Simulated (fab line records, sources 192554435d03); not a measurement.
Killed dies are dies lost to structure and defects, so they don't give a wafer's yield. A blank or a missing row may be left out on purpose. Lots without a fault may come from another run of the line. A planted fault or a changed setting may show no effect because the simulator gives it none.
Tool commonality check | flow n5_finfet | 9 lots, 27 wafers sampled

WHY IT WAS OPENED
At N5_DUMMY_REMOVAL_INSPECT_06 the reading raw_defect_count is flagged on 3 of 9 lots. Wafers without a fault read 13, standard deviation 6.8.
Rule: a lot is flagged when every wafer of it that has a number lies more than 4 standard deviations from that mean, or none has a number. The other lots count as sound.

lot  | measured    | on                | raw_defect_count, wafer by wafer | flag
L370 | day 4 16:53 | defect_inspect-02 | 13 23 14                         |
L373 | day 5 14:12 | defect_inspect-02 | 7 8 6                            |
L378 | day 6 18:50 | defect_inspect-01 | 131 132 142                      | FLAGGED
L379 | day 7 00:40 | defect_inspect-02 | 143 151 132                      | FLAGGED
L380 | day 7 05:20 | defect_inspect-02 | 138 136 136                      | FLAGGED
L383 | day 7 22:44 | defect_inspect-02 | 23 27 19                         |
L388 | day 9 01:25 | defect_inspect-01 | 13 10 15                         |
L389 | day 9 13:36 | defect_inspect-01 | 23 9 15                          |
L390 | day 9 18:41 | defect_inspect-01 | 25 30 27                         |
The numbers of the flagged lots are 138 on average: +125 against the usual, or +18 standard deviations.

WHICH TOOL RAN EACH LOT
The record holds 1 process step before the reading, out of a route of 1938 steps. In each cell: the tool, then ch and the chambers that the sampled wafers went through, then the start.
lot  | flag    | N5_DUMMY_REMOVAL_HM_STRIP_01
L370 |         | rie_diel-04 ch 1,2, day 4 16:42
L373 |         | rie_diel-06 ch 0,2,3, day 5 14:01
L378 | FLAGGED | rie_diel-03 ch 0,1,3, day 6 18:38
L379 | FLAGGED | rie_diel-04 ch 0,1, day 7 00:28
L380 | FLAGGED | rie_diel-06 ch 0,3, day 7 05:08
L383 |         | rie_diel-06 ch 2,3, day 7 22:32
L388 |         | rie_diel-04 ch 2,3, day 9 01:14
L389 |         | rie_diel-04 ch 0,1,2, day 9 13:24
L390 |         | rie_diel-03 ch 0,1, day 9 18:29
What these steps do:
- N5_DUMMY_REMOVAL_HM_STRIP_01: strips SiNx in CH3F/O2, stops on poly-Si, target depth 4 nm, time 6.8 s.
- N5_DUMMY_REMOVAL_INSPECT_06: inspects for defects (brightfield).

FLAGGED OVER TOTAL, TOOL BY TOOL (the gauges that took the reading come last)
step                         | tool              | lots run | flagged | share of the flagged lots | sound lots run after its first flagged lot
N5_DUMMY_REMOVAL_HM_STRIP_01 | rie_diel-03       | 2        | 1       | some                      | 1 (L390)
N5_DUMMY_REMOVAL_HM_STRIP_01 | rie_diel-04       | 4        | 1       | some                      | 2 (L388,L389)
N5_DUMMY_REMOVAL_HM_STRIP_01 | rie_diel-06       | 3        | 1       | some                      | 1 (L383)
N5_DUMMY_REMOVAL_INSPECT_06  | defect_inspect-01 | 4        | 1       | some                      | 3 (L388,L389,L390)
N5_DUMMY_REMOVAL_INSPECT_06  | defect_inspect-02 | 5        | 2       | some                      | 1 (L383)

WHAT THE TABLE ALLOWS
No row of the table ran every flagged lot.

WHAT THE SIMULATOR HAD PUT IN
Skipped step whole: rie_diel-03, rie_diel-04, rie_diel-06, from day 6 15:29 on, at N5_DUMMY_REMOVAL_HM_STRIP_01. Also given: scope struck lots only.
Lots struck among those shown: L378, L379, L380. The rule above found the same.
